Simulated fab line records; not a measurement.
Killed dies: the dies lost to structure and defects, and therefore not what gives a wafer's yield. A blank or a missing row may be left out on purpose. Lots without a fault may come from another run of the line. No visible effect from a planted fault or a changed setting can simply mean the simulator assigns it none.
fab line records ; flow n5_finfet
record: lots: 7; wafers: 18; last_day: 17
route steps=1938 shown HKMG_FIN@409 PASSIVATION@1936
lots that met no fault: taken from a fault-free run of the same line
start_h: hours from the record's first day to the start of the lot's first wafer shown ; wait_h: time in hours since the lot's previous step ; " repeats the value in the row above ; L1.1+2: a row that stands for several wafers ; - no value present, or no start provided ; * or withheld: withheld ; < > ~ a bound
route shown NAME@n: a module of which the file shows steps, and the number in the route of the first ; usual: the fault-free wafers' mean and standard deviation ; same: alike in all rows ; chamber/n: place in a boat ; sites: per-site readings ; _std_site: the standard deviation of these ; _edge_site: outer sites' mean less inner sites' ; radius_mm: how far each site lies from the wafer's centre ; mask NAME#n: copy n ; behind: tool/chamber where the wafer was last shaped ; hold: why the lot was held/for how many hours/how that ended ; device: the transistor (n, p or np) that didn't switch ; end of line: at the end of the route, the tests of the same wafers ; a step with no rows: only its recipe ; killed: not the wafer's yield, but the dies lost to structure and defects at the first sort ; map: the dies of a wafer, with x for killed, . for not killed, _ for no die there
set.NAME: the run value of the setting; set.NAME@STEP: its run value at that earlier step ; model.NAME: the simulator's own value behind a step, which no gauge read
lots at selected steps of the route; one table per step, one row per wafer
services: from which hour (start_h, from the record's first day; less than 0 if before it) a tool's chamber was out of use, for how many hours, and why
== steps ==
step: N5_HKMG_FIN_STRIP_60
recipe: chemistry: N2/H2; power_w: 2500; temp_c: 300; h2_frac: 0.65; time_s: 360; pressure_mtorr: withheld; n2_flow_sccm: 1750; h2_flow_sccm: 3250
usual: drypump_motor_current_A: 6.2/0.41; heater_power_w: 472/30; n2_flow_sccm: 1750/6; temp_c: 299.96/0.21
lot.wafer;tool;chamber;start_h;wait_h;drypump_motor_current_A;heater_power_w;n2_flow_sccm;rf_hours_counter_h;temp_c
L473.1;plasma_asher-01;1;85.29;0.0;6.5;475;1751;37;299.98
L473.4;plasma_asher-01;0;85.29;0.0;5.6;513;1741;-;299.49
L473.5;plasma_asher-01;1;85.29;0.0;6.5;468;1744;-;299.95
L475.2;plasma_asher-01;0;101.42;0.0;5.6;517;1744;39;300.17
L475.4;plasma_asher-01;1;101.42;0.0;6.5;457;1752;-;299.54
L475.6;plasma_asher-01;1;101.42;0.0;6.5;468;1751;-;299.57
L486.1;plasma_asher-01;0;164.36;0.0;5.6;519;1740;49;300.28
L486.4;plasma_asher-01;1;164.36;0.0;6.5;471;1744;-;299.82
L489.3;plasma_asher-01;1;186.24;0.1;6.5;472;1741;-;300.16
L489.4;plasma_asher-01;0;186.24;0.1;5.6;531;1745;-;299.70
L491.3;plasma_asher-01;0;199.13;0.1;5.6;521;1750;-;299.98
L491.4;plasma_asher-01;1;199.13;0.1;6.5;469;1752;-;300.06
L493.1;plasma_asher-02;1;209.59;0.0;6.5;429;1753;122;299.71
L493.3;plasma_asher-02;0;209.59;0.0;6.4;452;1764;-;299.98
L493.6;plasma_asher-02;1;209.59;0.0;6.5;424;1760;-;299.54
L494.3;plasma_asher-01;1;211.57;0.1;6.5;462;1740;-;299.75
L494.4;plasma_asher-01;0;211.57;0.1;5.6;510;1754;-;300.10
L494.6;plasma_asher-01;1;211.57;0.1;6.5;473;1742;-;299.98
step: N5_HKMG_FIN_WET_ETCH_77
recipe: chemistry: dHCl; mix: 1:10000; temp_c: 25; target: La2O3; stop_on: HfO2; target_depth_nm: 2
step: N5_HKMG_FIN_WET_ETCH_78
recipe: chemistry: dNH4OH; mix: 1:50; temp_c: 25; target: Al2O3; stop_on: La2O3; target_depth_nm: 4.5; dry: ipa_marangoni; rinse_time_s: 30; rinse_temp_c: 23
step: N5_HKMG_FIN_ALD_79
recipe: material: TiN; target_thk_a: 15; temp_c: 400; ald_precursor_family: TiCl4; ald_co_reactant: NH3; pulse_time_s: 1; purge_time_s: 3; co_reactant_purge_time_s: 2; co_reactant_pulse_time_s: 2; ald_cycles: 68; pressure_torr: 3
usual: ald_cycles: 68/0; heater_power_w: 898/110; precursor_pulse_height_rel: 1.003/0.02
same: co_reactant_pulse_time_s: 2
lot.wafer;tool;chamber;start_h;wait_h;ald_cycles;heater_power_w;precursor_pulse_height_rel
L473.1;ald_metal-04;0;85.77;0.0;68;944;1.023
L473.4;ald_metal-04;2;85.77;0.0;68;1141;1.003
L473.5;ald_metal-04;2;85.77;0.0;68;1116;1.043
L475.2;ald_metal-04;0;101.91;0.0;68;957;0.998
L475.4;ald_metal-04;3;101.91;0.0;68;803;0.998
L475.6;ald_metal-04;0;101.91;0.0;68;933;0.999
L486.1;ald_metal-01;2;164.85;0.0;68;640;1.004
L486.4;ald_metal-01;3;164.85;0.0;68;924;1.008
L489.3;ald_metal-01;1;186.62;0.0;68;975;1.007
L489.4;ald_metal-01;0;186.62;0.0;68;906;0.997
L491.3;ald_metal-02;0;199.51;0.0;68;961;1.018
L491.4;ald_metal-02;1;199.51;0.0;68;886;0.982
L493.1;ald_metal-04;1;210.07;0.0;68;880;1.033
L493.3;ald_metal-04;0;210.07;0.0;68;954;0.986
L493.6;ald_metal-04;2;210.07;0.0;68;1118;0.985
L494.3;ald_metal-02;1;211.94;0.0;68;874;1.054
L494.4;ald_metal-02;0;211.94;0.0;68;995;0.998
L494.6;ald_metal-02;2;211.94;0.0;68;830;1.010
step: N5_HKMG_FIN_CVD_62
recipe: material: a-Si; target_thk_a: 30; temp_c: 500; precursor: Si2H6; pressure_torr: 1; time_s: 20.8
usual: heater_power_w: 1499/150
lot.wafer;tool;chamber;start_h;wait_h;heater_power_w
L473.1;thermal_cvd_si-02;1;86.14;0.2;1293
L473.4;thermal_cvd_si-02;2;86.14;0.2;1559
L473.5;thermal_cvd_si-02;0;86.14;0.2;1541
L475.2;thermal_cvd_si-02;1;102.27;0.2;1274
L475.4;thermal_cvd_si-02;2;102.27;0.2;1601
L475.6;thermal_cvd_si-02;0;102.27;0.2;1539
L486.1;thermal_cvd_si-01;1;165.21;0.2;1668
L486.4;thermal_cvd_si-01;1;165.21;0.2;1687
L489.3;thermal_cvd_si-02;0;186.98;0.2;1617
L489.4;thermal_cvd_si-02;1;186.98;0.2;1265
L491.3;thermal_cvd_si-02;2;199.87;0.2;1587
L491.4;thermal_cvd_si-02;1;199.87;0.2;1271
L493.1;thermal_cvd_si-02;1;210.43;0.2;1270
L493.3;thermal_cvd_si-02;1;210.43;0.2;1271
L493.6;thermal_cvd_si-02;1;210.43;0.2;1282
L494.3;thermal_cvd_si-01;1;212.30;0.2;1618
L494.4;thermal_cvd_si-01;1;212.30;0.2;1679
L494.6;thermal_cvd_si-01;0;212.30;0.2;1337
step: N5_HKMG_FIN_RTA_80
recipe: temp_c: withheld; time_s: 2; ambient: N2; idle_temp_c: 600; ramp_up_c_per_s: 150; ramp_down_c_per_s: 60; cool_to_c: 600
step: N5_HKMG_FIN_PRECLEAN_64
recipe: chemistry: dHF; time_s: 30; temp_c: 25; dilution: withheld
step: N5_HKMG_FIN_WET_ETCH_65
recipe: chemistry: TMAH; temp_c: 70; conc_wt_pct: 5; target: a-Si; stop_on: TiN; time_s: 49; target_depth_nm: 3
step: N5_HKMG_FIN_WET_ETCH_81
recipe: chemistry: SC1; target: TiN; stop_on: HfO2; mix: 1:1:5; temp_c: 60; time_s: 57; target_depth_nm: 6
step: N5_HKMG_FIN_WET_ETCH_82
recipe: chemistry: dHCl; mix: 1:10000; temp_c: 25; target: La2O3; stop_on: HfO2; target_depth_nm: 2; dry: ipa_marangoni; rinse_time_s: 30; rinse_temp_c: 23
step: N5_HKMG_FIN_ALD_36
recipe: material: TiN; target_thk_a: 10; temp_c: 400; ald_precursor_family: TiCl4; ald_co_reactant: NH3; pulse_time_s: 1; purge_time_s: 3; co_reactant_purge_time_s: 2; co_reactant_pulse_time_s: 2; ald_cycles: 47; pressure_torr: 3
usual: ald_cycles: 47/0; heater_power_w: 895/96; precursor_pulse_height_rel: 0.998/0.019
same: co_reactant_pulse_time_s: 2
lot.wafer;tool;chamber;start_h;wait_h;ald_cycles;heater_power_w;precursor_pulse_height_rel
L473.1;ald_metal-04;3;86.54;0.0;47;809;1.063
L473.4;ald_metal-04;1;86.54;0.0;47;871;1.000
L473.5;ald_metal-04;2;86.54;0.0;47;1125;1.001
L475.2;ald_metal-01;0;102.76;0.0;47;918;0.987
L475.4;ald_metal-01;1;102.76;0.0;47;957;0.982
L475.6;ald_metal-01;3;102.76;0.0;47;948;0.994
L486.1;ald_metal-02;0;165.61;0.0;47;959;1.013
L486.4;ald_metal-02;2;165.61;0.0;47;826;0.974
L489.3;ald_metal-02;2;187.38;0.0;47;790;0.994
L489.4;ald_metal-02;0;187.38;0.0;47;970;0.993
L491.3;ald_metal-01;3;200.28;0.0;47;927;0.987
L491.4;ald_metal-01;1;200.28;0.0;47;970;0.992
L493.1;ald_metal-02;2;210.88;0.0;47;810;0.988
L493.3;ald_metal-02;1;210.88;0.0;47;891;1.019
L493.6;ald_metal-02;0;210.88;0.0;47;956;1.006
L494.3;ald_metal-04;1;212.88;0.0;47;875;0.983
L494.4;ald_metal-04;0;212.88;0.0;47;963;1.008
L494.6;ald_metal-04;3;212.88;0.0;47;788;0.978
step: N5_HKMG_FIN_THK_MEAS_70
recipe: thk_meas_gauge: xrf; reads: HfO2_of_HKMG_FIN_HK_ALD_01
usual: HK_THK: 1.613/0.018
lot.wafer;tool;chamber;start_h;wait_h;HK_THK[nm]
L473.1;film_metro-01;-;86.82;0.2;1.617
L473.4;film_metro-01;-;86.82;0.2;1.619
L473.5;film_metro-01;-;86.82;0.2;1.619
L475.2;film_metro-02;-;103.04;0.2;1.617
L475.4;film_metro-02;-;103.04;0.2;1.586
L475.6;film_metro-02;-;103.04;0.2;1.621
L486.1;film_metro-02;-;165.89;0.2;1.629
L486.4;film_metro-02;-;165.89;0.2;1.643
L489.3;film_metro-02;-;187.66;0.2;1.624
L489.4;film_metro-02;-;187.66;0.2;1.620
L491.3;film_metro-02;-;200.57;0.2;1.608
L491.4;film_metro-02;-;200.57;0.2;1.579
L493.1;film_metro-01;-;211.16;0.2;1.639
L493.3;film_metro-01;-;211.16;0.2;1.630
L493.6;film_metro-01;-;211.16;0.2;1.622
L494.3;film_metro-01;-;213.16;0.2;1.626
L494.4;film_metro-01;-;213.16;0.2;1.593
L494.6;film_metro-01;-;213.16;0.2;1.616
step: N5_HKMG_FIN_PWFM_ALD_03
recipe: material: TiN; target_thk_a: 20; temp_c: 400; ald_precursor_family: TiCl4; ald_co_reactant: NH3; pulse_time_s: 1; purge_time_s: 3; co_reactant_purge_time_s: 2; co_reactant_pulse_time_s: 2; ald_cycles: 91; pressure_torr: 3
usual: ald_cycles: 91/0; heater_power_w: 897/110; precursor_pulse_height_rel: 1.001/0.021
same: co_reactant_pulse_time_s: 2
lot.wafer;tool;chamber;start_h;wait_h;ald_cycles;heater_power_w;precursor_pulse_height_rel
L473.1;ald_metal-04;1;86.86;0.0;91;885;0.988
L473.4;ald_metal-04;0;86.86;0.0;91;939;0.984
L473.5;ald_metal-04;0;86.86;0.0;91;936;1.014
L475.2;ald_metal-02;3;103.08;0.0;91;838;1.042
L475.4;ald_metal-02;0;103.08;0.0;91;964;1.009
L475.6;ald_metal-02;0;103.08;0.0;91;958;0.995
L486.1;ald_metal-04;3;165.93;0.0;85;835;1.014
L486.4;ald_metal-04;1;165.93;0.0;85;866;1.007
L489.3;ald_metal-04;0;187.70;0.0;91;969;0.964
L489.4;ald_metal-04;2;187.70;0.0;85;1131;1.060
L491.3;ald_metal-04;3;200.60;0.0;91;830;1.012
L491.4;ald_metal-04;0;200.60;0.0;85;966;1.000
L493.1;ald_metal-01;3;211.20;0.0;91;902;0.965
L493.3;ald_metal-01;1;211.20;0.0;91;952;0.994
L493.6;ald_metal-01;1;211.20;0.0;91;960;1.014
L494.3;ald_metal-01;1;213.19;0.0;91;946;0.999
L494.4;ald_metal-01;3;213.19;0.0;91;917;0.982
L494.6;ald_metal-01;2;213.19;0.0;91;652;0.992
step: N5_HKMG_FIN_COAT_29
recipe: resist: SOC; temp_c: 250; time_s: 60; spin_rpm: 1500; resist_thk_nm: 300
step: N5_PASSIVATION_PROBE_49
usual: killed_at_M0_to_M3: 33/8.9; killed_at_M4_up: 15/5.4; killed_at_contacts: 13/5.8; killed_at_front_end: 39/9.9; killed_at_other: 3.2/2.9; killed_dies: 102/15; killed_open: 68/12; killed_short: 34/7.6
same: gross_dies: 1180; killed_at_back_side: 0
lot.wafer;tool;chamber;start_h;wait_h;killed_at_M0_to_M3;killed_at_M4_up;killed_at_contacts;killed_at_front_end;killed_at_other;killed_dies;killed_open;killed_short
L473.1;prober-02;-;268.56;0.0;36;17;17;30;0;100;65;35
L473.4;prober-02;-;268.71;0.2;35;11;12;34;4;96;64;32
L473.5;prober-02;-;268.76;0.2;19;16;21;39;0;95;67;28
L475.2;prober-02;-;294.43;0.1;33;10;13;29;2;87;65;22
L475.4;prober-02;-;294.53;0.2;22;17;4;43;2;88;57;31
L475.6;prober-02;-;294.63;0.3;27;19;4;42;1;93;61;32
L491.3;prober-02;-;396.71;0.1;45;10;9;33;4;101;60;41
L491.4;prober-02;-;396.76;0.2;40;17;19;23;11;110;77;33
L493.1;prober-02;-;402.08;0.0;43;9;19;46;5;122;87;35
L493.3;prober-02;-;402.18;0.1;39;7;14;48;2;110;69;41
L493.6;prober-02;-;402.33;0.3;40;8;27;69;3;147;109;38
L494.3;prober-02;-;403.96;0.1;20;7;12;46;1;86;59;27
L494.4;prober-02;-;404.01;0.2;35;7;7;30;3;82;53;26
L494.6;prober-02;-;404.11;0.3;23;10;13;35;2;83;47;36
killed by level:class
L473.1 MOL_CONTACT_COAG:geometric_particle:open=13 BEOL_M2:geometric_particle:open=11 BEOL_M0:geometric_particle:open=9 BEOL_M4:geometric_particle:open=6 STI_FIN_REVEAL:geometric_particle:open=4 STARTING-WAFER:geometric_particle:short=4 DUMMY_GATE:geometric_particle:short=4 MOL_CONTACT_COAG:geometric_particle:short=4
L473.4 BEOL_M0_SAQP:geometric_particle:short=10 STI_FIN_REVEAL:geometric_particle:open=9 DUMMY_GATE:geometric_particle:open=9 BEOL_M0_SAQP:geometric_particle:open=9 MOL_CONTACT_COAG:geometric_particle:open=8 BEOL_M4:geometric_particle:open=7 FIN_SAQP:geometric_particle:short=4 MOL_CONTACT_COAG:geometric_particle:short=4
L473.5 MOL_CONTACT_COAG:geometric_particle:open=16 STI_FIN_REVEAL:geometric_particle:open=10 FIN_SAQP:geometric_particle:short=8 BEOL_M4:geometric_particle:open=8 MOL_CONTACT_COAG:geometric_particle:short=5 BEOL_M1:geometric_particle:open=5 BEOL_M3:geometric_particle:open=5 FIN_SAQP:geometric_particle:open=4
L475.2 MOL_CONTACT_COAG:geometric_particle:open=12 BEOL_M0_SAQP:geometric_particle:open=12 BEOL_M0_SAQP:geometric_particle:short=9 STI_FIN_REVEAL:geometric_particle:open=7 BEOL_M3:geometric_particle:open=6 ILD0:geometric_particle:open=5 FIN_SAQP:geometric_particle:open=4 FIN_SAQP:geometric_particle:short=4
L475.4 FIN_SAQP:geometric_particle:short=12 BEOL_M4:geometric_particle:open=7 STI_FIN_REVEAL:geometric_particle:open=6 DUMMY_GATE:geometric_particle:open=6 BEOL_M3:geometric_particle:open=6 FIN_SAQP:geometric_particle:open=5 BEOL_M0_SAQP:geometric_particle:open=5 BEOL_M0_SAQP:geometric_particle:short=5
L475.6 STI_FIN_REVEAL:geometric_particle:open=15 BEOL_M2:geometric_particle:open=9 BEOL_M0_SAQP:geometric_particle:short=7 BEOL_M4:geometric_particle:open=7 STI_FIN_REVEAL:geometric_particle:short=5 BEOL_M3:geometric_particle:open=5 FIN_SAQP:geometric_particle:short=4 ILD0:geometric_particle:short=4
L491.3 BEOL_M0_SAQP:geometric_particle:short=16 FIN_SAQP:geometric_particle:open=13 MOL_CONTACT_COAG:geometric_particle:open=7 BEOL_M0_SAQP:geometric_particle:open=7 BEOL_M1:geometric_particle:open=7 BEOL_M3:geometric_particle:open=6 BEOL_M0:geometric_particle:short=4 STARTING-WAFER:geometric_particle:short=4
L491.4 MOL_CONTACT_COAG:geometric_particle:open=16 BEOL_M0_SAQP:geometric_particle:short=8 BEOL_M0_SAQP:geometric_particle:open=8 BEOL_M1:geometric_particle:open=8 BEOL_M4:geometric_particle:open=7 BEOL_M3:geometric_particle:open=6 DUMMY_GATE:geometric_particle:open=5 BEOL_M2:geometric_particle:open=4
L493.1 STI_FIN_REVEAL:geometric_particle:open=19 MOL_CONTACT_COAG:geometric_particle:open=17 BEOL_M0_SAQP:geometric_particle:short=13 BEOL_M1:geometric_particle:open=8 BEOL_M0_SAQP:geometric_particle:open=7 FIN_SAQP:geometric_particle:short=5 BEOL_M2:geometric_particle:open=5 FIN_SAQP:geometric_particle:open=4
L493.3 BEOL_M0_SAQP:geometric_particle:open=16 MOL_CONTACT_COAG:geometric_particle:open=11 BEOL_M0_SAQP:geometric_particle:short=11 FIN_SAQP:geometric_particle:short=10 FIN_SAQP:geometric_particle:open=8 STI_FIN_REVEAL:geometric_particle:open=7 GATE_CUT:geometric_particle:open=6 DUMMY_GATE:geometric_particle:open=5
L493.6 MOL_CONTACT_COAG:geometric_particle:open=27 FIN_SAQP:geometric_particle:open=16 FIN_SAQP:geometric_particle:short=12 BEOL_M1:geometric_particle:open=10 STI_FIN_REVEAL:geometric_particle:open=9 BEOL_M0_SAQP:geometric_particle:open=9 STARTING-WAFER:geometric_particle:open=8 DUMMY_GATE:geometric_particle:open=7
L494.3 STI_FIN_REVEAL:geometric_particle:open=13 FIN_SAQP:geometric_particle:open=9 MOL_CONTACT_COAG:geometric_particle:open=9 STI_FIN_REVEAL:geometric_particle:short=6 FIN_SAQP:geometric_particle:short=5 BEOL_M0_SAQP:geometric_particle:short=5 BEOL_M1:geometric_particle:open=4 BEOL_M2:geometric_particle:open=4
L494.4 BEOL_M0_SAQP:geometric_particle:open=12 STI_FIN_REVEAL:geometric_particle:open=10 BEOL_M0_SAQP:geometric_particle:short=10 STI_FIN_REVEAL:geometric_particle:short=5 MOL_CONTACT_COAG:geometric_particle:open=5 BEOL_M3:geometric_particle:open=5 BEOL_M1:geometric_particle:open=4 BEOL_M4:geometric_particle:open=4
L494.6 FIN_SAQP:geometric_particle:short=12 MOL_CONTACT_COAG:geometric_particle:open=11 BEOL_M0_SAQP:geometric_particle:open=7 BEOL_M1:geometric_particle:open=7 GATE_CUT:geometric_particle:short=5 BEOL_M0_SAQP:geometric_particle:short=4 BEOL_M4:geometric_particle:open=4 FIN_SAQP:geometric_particle:open=3
== services ==
tool;chamber;start_h;hours;kind
ald_metal-01;-;77.10;14.6;pm
thermal_cvd_si-01;-;85.29;1.7;repair
thermal_cvd_si-01;-;97.18;4.3;pm
ald_metal-04;0;113.79;5.6;repair
thermal_cvd_si-01;2;113.83;7.6;repair
plasma_asher-01;-;142.48;15.6;pm
thermal_cvd_si-02;-;155.00;2.7;repair
ald_metal-01;-;166.22;0.4;repair
thermal_cvd_si-01;-;166.53;1.4;repair
plasma_asher-02;-;169.97;4.1;repair
thermal_cvd_si-02;-;188.11;0.6;repair
thermal_cvd_si-01;1;193.44;5.8;repair
thermal_cvd_si-02;2;203.79;59.2;repair
== key ==
first_sign: step: N5_HKMG_FIN_PWFM_ALD_03; reading: ald_cycles; direction: down; sigmas: 99+; usual: *; struck: *
effect none on later readings
met_at N5_HKMG_FIN_PWFM_ALD_03
struck_wafers L486.1,L486.4,L489.4,L491.4
tester_left_out L486,L489,L491
onset_between 86.86 165.93
fault: kind: process_parameter_drift; tool: ald_metal-04; chamber: -; onset_h: 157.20; steps: N5_HKMG_FIN_PWFM_ALD_03; channel: ald_cycles; offset: *; shape: step; end_h: 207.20; scope: struck_wafers_only; acts_in: *; stated: *
tester_left_out: of these lots the tester's yield and bins aren't shown, on N5 and GAA mostly nor the transistor test; their killed dies are dies lost to structure and defects alone, not to doping, threshold or leakage, so they don't give the yield
